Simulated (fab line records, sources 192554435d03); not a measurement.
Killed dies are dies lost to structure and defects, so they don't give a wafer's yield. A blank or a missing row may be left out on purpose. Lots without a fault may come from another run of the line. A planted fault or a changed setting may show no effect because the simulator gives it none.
A struck lot beside a sound one | flow n5_finfet | 22 steps out of a route of 1938
Sound: wafers L831.2, L831.4, L831.5. Struck: wafers L837.4, L837.5, L837.6. The cause comes at the end.
At each step with rows: each side's tool, then ch and its chambers, then its first start. Under that, the readings that differ: sound wafers | struck wafers | difference of the means | sigmas: that difference in standard deviations of wafers without a fault.
alike: readings whose means differ by less than 2 such deviations, and words and numbers that are the same on both sides. not compared: withheld readings, readings that some wafer has no value for, bounds like >300 that may hide the same value, and numbers for which the record gives no deviation and whose values overlap.
The two part at a step that has a row with sigmas, a row that says differs or no value, or rows on one side only. Numbers that don't overlap but have no deviation are shown without sigmas and don't part them. A reading that every wafer of one side lacks parts them only if that side has two wafers or more.

first, 8 steps without rows for these wafers: N5_BEOL_M11_DEVELOP_10 (develop time 30 s); N5_BEOL_M11_DESCUM_16 (chemistry O2, time 7.9 s); N5_BEOL_M11_ETCH_61 (etches SiARC in CF4, target depth 39 nm, time 65 s); N5_BEOL_M11_ETCH_62 (etches SOC in N2/H2, target depth 110 nm, overetch 22 nm, time 165 s); N5_BEOL_M11_STRIP_68 (strips in N2/H2); N5_BEOL_M11_STRIP_67 (strips in CF4); N5_BEOL_M11_HM_OPEN_17 (chemistry Cl2/BCl3, target TiN, target depth 20 nm, overetch 6 nm); N5_BEOL_M11_STRIP_19 (strips in O2).
N5_BEOL_M11_COAT_63: time 60 s, resist thk 100 nm.
  sound on litho_track-04 ch 0, day 12 07:52; struck on litho_track-04 ch 0, day 14 08:46
  reading                                   | sound                | struck               | difference | sigmas
  spin_speed_rpm (rpm)                      | 1498.2 1501.3 1498.3 | 1260.4 1260.4 1258.4 | -239.5     | -99 or more
  model.SOC_of_BEOL_M11_COAT_63.thk_nm (nm) | 99.8 99.6 100        | 109.2 109.2 109      | +9.3       |
  alike: heater_power_total_W
then, 9 steps without rows for these wafers: N5_BEOL_M11_COAT_64 (time 60 s, resist thk 30 nm); N5_BEOL_M11_COAT_22 (resist thk 90 nm); N5_BEOL_M11_EBR_24; N5_BEOL_M11_SOFTBAKE_23 (time 60 s); N5_BEOL_M11_EXPOSE_25 (exposes mask V10); N5_BEOL_M11_PEB_26 (peb time 60 s); N5_BEOL_M11_DEVELOP_27 (develop time 30 s); N5_BEOL_M11_DESCUM_33 (chemistry O2, time 7.9 s); N5_BEOL_M11_ETCH_65 (etches SiARC in CF4, target depth 39 nm, time 65 s).
N5_BEOL_M11_ETCH_66: etches SOC in N2/H2, target depth 120 nm, overetch 24 nm, time 180 s.
  sound on rie_diel-03 ch 0,3, day 12 08:25; struck on rie_diel-03 ch 1,2, day 14 10:05
  reading                  | sound            | struck            | difference | sigmas
  model.etch.depth_nm (nm) | 99.76 99.7 99.93 | 109.2 109.2 109.1 | +9.4       |
  alike: drypump_motor_current_A, h2_flow_sccm, oes_product_au, rf_vpp_V, showerhead_plenum_p_Torr, throttle_valve_pct
  not compared: rf_hours_counter_h
then, 1 step without rows for these wafers: N5_BEOL_M11_STRIP_69 (strips in N2/H2).
N5_BEOL_M11_VIA_ETCH_34: etches SiCOH lowk in C4F6/O2, target depth 184.5 nm, time 69.2 s.
  sound on rie_diel-03 ch 0,3, day 12 08:32; struck on rie_diel-03 ch 1,2, day 14 10:13
  reading                                   | sound          | struck            | difference | sigmas
  model.SOC_of_BEOL_M11_COAT_63.thk_nm (nm) | 91.8 91.6 91.8 | 101.2 101.2 101.2 | +9.5       |
  alike: drypump_motor_current_A, mfc_ar_sccm, oes_product_au, rf_vpp_V, showerhead_plenum_p_Torr, throttle_valve_pct
  not compared: rf_hours_counter_h
then, 1 step without rows for these wafers: N5_BEOL_M11_STRIP_73 (strips in C4F6/O2).

WHERE THEY PART
Only at N5_BEOL_M11_COAT_63, within this record. Later steps at which nothing parts them and some readings are alike: N5_BEOL_M11_ETCH_66, N5_BEOL_M11_VIA_ETCH_34.

WHY: what the simulator had put in
Process parameter drift: litho_track-04, from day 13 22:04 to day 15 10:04, at N5_BEOL_M11_COAT_63. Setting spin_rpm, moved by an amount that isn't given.
